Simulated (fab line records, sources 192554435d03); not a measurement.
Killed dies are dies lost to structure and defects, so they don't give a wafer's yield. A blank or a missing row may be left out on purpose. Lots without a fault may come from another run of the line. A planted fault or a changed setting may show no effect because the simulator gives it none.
Chamber matching | flow n5_finfet | N5_BEOL_M7_STRIP_36 on rie_diel-03: 4 sister chambers
The step strips in N2/H2. 20 wafers are shown with their chamber, then 10 later ones without.

WAFERS WITH THEIR CHAMBER
wafer  | chamber | drypump_motor_current_A (A) | showerhead_plenum_p_Torr (Torr) | throttle_valve_pct (%)
L074.2 | 3       | 5.4                         | 2.62                            | 23.72
L074.3 | 1       | 5.7                         | 2.59                            | 23.50
L074.6 | 3       | 5.4                         | 2.62                            | 23.73
L077.2 | 1       | 5.7                         | 2.59                            | 23.54
L077.3 | 0       | 6.5                         | 2.62                            | 23.61
L077.6 | 0       | 6.5                         | 2.61                            | 23.61
L078.2 | 1       | 5.7                         | 2.59                            | 23.52
L078.3 | 2       | 6.6                         | 2.49                            | 23.55
L078.6 | 3       | 5.5                         | 2.62                            | 23.78
L082.1 | 2       | 6.6                         | 2.49                            | 23.22
L082.2 | 1       | 5.7                         | 2.59                            | 23.55
L082.4 | 3       | 5.4                         | 2.62                            | 23.77
L083.1 | 2       | 6.6                         | 2.49                            | 23.23
L083.3 | 1       | 5.7                         | 2.59                            | 23.56
L083.5 | 1       | 5.7                         | 2.59                            | 23.54
L085.3 | 0       | 6.5                         | 2.61                            | 23.64
L085.5 | 3       | 5.4                         | 2.61                            | 23.79
L085.6 | 0       | 6.5                         | 2.61                            | 23.63
L087.3 | 2       | 6.6                         | 2.48                            | 23.22
L087.4 | 1       | 5.7                         | 2.58                            | 23.59

SIGNATURES (means of the wafers above)
reading                  | chamber 0 | chamber 1 | chamber 2 | chamber 3 | scatter within a chamber
drypump_motor_current_A  | 6.500     | 5.700     | 6.600     | 5.420     | 0.0224
showerhead_plenum_p_Torr | 2.6125    | 2.5886    | 2.4875    | 2.6180    | 0.00444
throttle_valve_pct       | 23.6225   | 23.5429   | 23.3050   | 23.7580   | 0.0748
Rule: a wafer's distance from a chamber is the root of the sum, over the readings, of the square of ((its reading less the chamber's mean) divided by the reading's scatter). The wafer belongs to the nearest chamber; if the next one is less than 2 further off, it can't be placed. The scatter: the root of (the sum of the squares of (reading less its chamber's mean) over the shown wafers, divided by (wafers less chambers)).

WAFERS WITHOUT THEIR CHAMBER
wafer  | drypump_motor_current_A (A) | showerhead_plenum_p_Torr (Torr) | throttle_valve_pct (%)
L087.5 | 5.4                         | 2.61                            | 23.78
L093.2 | 6.7                         | 2.48                            | 23.26
L093.4 | 5.7                         | 2.58                            | 23.56
L093.6 | 6.5                         | 2.60                            | 23.69
L094.3 | 6.5                         | 2.60                            | 23.67
L094.5 | 6.5                         | 2.60                            | 23.67
L094.6 | 5.4                         | 2.61                            | 23.57
L096.1 | 6.6                         | 2.47                            | 23.25
L096.4 | 5.4                         | 2.60                            | 23.58
L096.5 | 5.7                         | 2.57                            | 23.59

WHICH CHAMBER EACH WENT THROUGH
wafer  | from the rows above | in truth
L087.5 | 3                   | 3
L093.2 | 2                   | 2
L093.4 | 1                   | 1
L093.6 | 0                   | 0
L094.3 | 0                   | 0
L094.5 | 0                   | 0
L094.6 | 3                   | 3
L096.1 | 2                   | 2
L096.4 | 3                   | 3
L096.5 | 1                   | 1
Placed correctly: 10 of 10. Can't be placed from these rows: 0. Placed wrongly: 0.
